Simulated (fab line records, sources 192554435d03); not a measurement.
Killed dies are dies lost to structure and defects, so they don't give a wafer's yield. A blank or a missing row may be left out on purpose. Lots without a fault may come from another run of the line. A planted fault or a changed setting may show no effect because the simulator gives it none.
Problem report in the 8D (eight disciplines) form, filled by code | flow n5_finfet | the parts of the form that need people (team, actions taken, sign-off) are left out

1. THE PROBLEM
susceptor_temp_C at N5_DUMMY_GATE_ALD_02 reads a mean of 291.43 C on 2 wafers of 2 lots; wafers without a fault read 299.98 C with a standard deviation of 0.17. That is -50 standard deviations from the usual mean.
The step: deposits SiO2, target thk 2 nm, pulse time 1 s.
First seen on wafer L115.3, day 7 03:14, on ald_sin-02. The record holds 26 wafers of 9 lots with a number at this step. Rule for "out", or "out of limits": more than 4 standard deviations from the usual mean. The other wafers with a number count as sound.

2. WHAT IT IS AND WHAT IT IS NOT
question                    | is               | is not
which readings at this step | susceptor_temp_C | precursor_pulse_height_rel
which lots                  | L115, L117       | L100, L103, L105, L108, L114, L119, L120
which wafers of those lots  | L115.3, L117.2   | L115.1, L115.2, L117.3, L117.4
read on which tools         | ald_sin-02       | ald_sin-03, ald_sin-04
when                        | from day 7 03:14 | up to then (16 sound wafers); but 8 sound wafers of L117, L119, L120 came after

3. SUSPECTS, AND WHAT RULES EACH OUT
Counting: a tool at a process step up to the reading stays a suspect if it ran every lot that is out. Sound lots after the first of them don't rule it out here, since some wafers of a struck lot are sound.
- rie_diel-04 at N5_STI_FIN_REVEAL_ETCHBACK_08 (etches SiO2 in C4F6/O2, target depth 30.5 nm, time 10.167 s): kept. It ran every lot that is out, first L115 (day 6 22:30); its last sound lot up to then is L105 (day 4 09:41).
- ald_sin-02 at N5_DUMMY_GATE_ALD_02 (deposits SiO2, target thk 2 nm, pulse time 1 s): kept. It ran every lot that is out, first L115 (day 7 03:14); its last sound lot up to then is L108 (day 5 10:10). Its own readings are out on those wafers: susceptor_temp_C.
- Within ald_sin-02 at N5_DUMMY_GATE_ALD_02: the wafers that are out ran in chamber 2; their sound lot-mates ran in chambers 1, 3.
Left after counting: rie_diel-04 at N5_STI_FIN_REVEAL_ETCHBACK_08, ald_sin-02 at N5_DUMMY_GATE_ALD_02.

4. THE CAUSE (what the simulator had put in)
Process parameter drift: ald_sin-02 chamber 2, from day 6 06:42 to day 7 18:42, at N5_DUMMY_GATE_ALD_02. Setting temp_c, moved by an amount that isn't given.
Counting left 2 suspects, and this tool is among them.

5. THE CHAIN OF EFFECTS, in route order
Each row: a reading whose mean over the struck wafers that have a number lies more than 3 standard deviations from the usual. Only readings for which the record gives a usual standard deviation are gone through. hours: the time from each lot's start at the first step in this table that gives one to its start at this step, as a median over the lots. sigmas: the change in usual standard deviations.
hours | step                 | reading          | usual    | on struck wafers | change | sigmas
0     | N5_DUMMY_GATE_ALD_02 | susceptor_temp_C | 299.98 C | 291.43           | -8.56  | -50
The process steps in it:
- N5_DUMMY_GATE_ALD_02: deposits SiO2, target thk 2 nm, pulse time 1 s.
Later measuring or inspecting steps at which every struck wafer that the step has a row for has a number for every such reading, and none has moved that far: N5_BEOL_M4_RC_MEAS_101.

6. WHAT WOULD HAVE CAUGHT IT SOONER
In this record the first reading out of limits was taken at day 7 03:14, 21 hours after the fault began at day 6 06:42.
